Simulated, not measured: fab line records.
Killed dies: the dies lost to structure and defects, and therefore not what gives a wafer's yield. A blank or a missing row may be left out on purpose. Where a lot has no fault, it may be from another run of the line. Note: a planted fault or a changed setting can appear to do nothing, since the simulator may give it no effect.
Chamber matching    flow nand_harc    NHARC_A_CONTACT_ETCH_110 on rie_diel-04: 4 sister chambers
The step etches the open film in CF4/O2, target depth 50 nm, overetch 5 nm, time 27.5 s. 4 wafers are shown with their chamber, then 8 later ones without.

== WAFERS PAIRED WITH THEIR CHAMBERS ==
wafer   chamber  showerhead_plenum_p_Torr (Torr)
L090.1  2        1.31
L090.2  1        1.32
L090.5  0        1.25
L094.1  3        1.33

== WAFERS MISSING THEIR CHAMBER ==
wafer   showerhead_plenum_p_Torr (Torr)
L094.5  1.32
L094.6  1.25
L097.3  1.33
L097.4  1.32
L097.6  1.31
L095.1  1.33
L095.2  1.24
L095.6  1.31

== EACH ONE'S CHAMBER ==
wafer   from the rows above  in truth
L094.5  1                    1
L094.6  0                    0
L097.3  3                    3
L097.4  1                    1
L097.6  2                    2
L095.1  3                    3
L095.2  0                    0
L095.6  2                    2
Placed correctly: 8 of 8. Can't be placed from these rows: 0. Placed wrongly: 0.
How it was worked out, from the rows above alone: a wafer's distance from a chamber is the root of the sum, over the readings, of the square of ((its reading less the chamber's mean) divided by the reading's scatter). If the next closest chamber is less than 2 further off than the closest, the wafer can't be placed; otherwise it belongs to the closest. The mean given for a chamber averages the wafers shown for that chamber. The scatter: with one shown wafer a chamber, the root of the mean of the squares of how far each hidden wafer lies from its nearest shown one.
